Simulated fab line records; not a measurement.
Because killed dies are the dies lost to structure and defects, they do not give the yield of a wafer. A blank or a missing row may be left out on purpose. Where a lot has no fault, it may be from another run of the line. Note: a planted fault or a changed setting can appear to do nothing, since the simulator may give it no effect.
Chamber matching + flow n5_finfet + pecvd-04 running N5_BEOL_M4_ILD_DEP_00: 3 sister chambers
The step deposits SiOC from DEMS/O2, target thk 79 nm, time 15.3 s. 6 wafers are shown with their chamber, then 6 later ones without.

EACH WAFER AND ITS CHAMBER
| wafer  | chamber | throttle_valve_pct (%) | heater_power_w (W) |
|--------|---------|------------------------|--------------------|
| L898.2 | 0       | 12.0                   | 459                |
| L910.2 | 1       | 11.9                   | 582                |
| L910.4 | 2       | 11.2                   | 498                |
| L911.3 | 1       | 11.6                   | 550                |
| L911.5 | 2       | 11.2                   | 496                |
| L911.6 | 0       | 12.2                   | 460                |

WAFERS WHOSE CHAMBER IS MISSING
| wafer  | throttle_valve_pct (%) | heater_power_w (W) |
|--------|------------------------|--------------------|
| L913.1 | 11.3                   | 443                |
| L913.4 | 11.4                   | 451                |
| L913.6 | 12.2                   | 540                |
| L915.3 | 11.6                   | 449                |
| L915.5 | 11.4                   | 451                |
| L915.6 | 11.5                   | 547                |

EACH ONE'S CHAMBER
| wafer  | from the rows above     | in truth                   |
|--------|-------------------------|----------------------------|
| L913.1 | can't be placed: 2 or 0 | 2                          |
| L913.4 | can't be placed: 2 or 0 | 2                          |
| L913.6 | 1                       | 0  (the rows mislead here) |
| L915.3 | can't be placed: 0 or 2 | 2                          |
| L915.5 | can't be placed: 2 or 0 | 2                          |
| L915.6 | 1                       | 1                          |
1 of 6 placed correctly. These rows do not allow placing 4 (true chamber among the candidates in 4). Placed wrongly: 1.
How it was worked out, from the rows above alone: a wafer's distance from a chamber is the root of the sum, over the readings, of the square of ((its reading less the chamber's mean) divided by the reading's scatter). If the next closest chamber is less than 2 further off than the closest, the wafer can't be placed; otherwise it belongs to the closest. A chamber's mean is the mean of its shown wafers. The scatter: take each reading less its chamber's mean, square it, sum over the shown wafers, divide by the number of wafers less the number of chambers, and take the root.
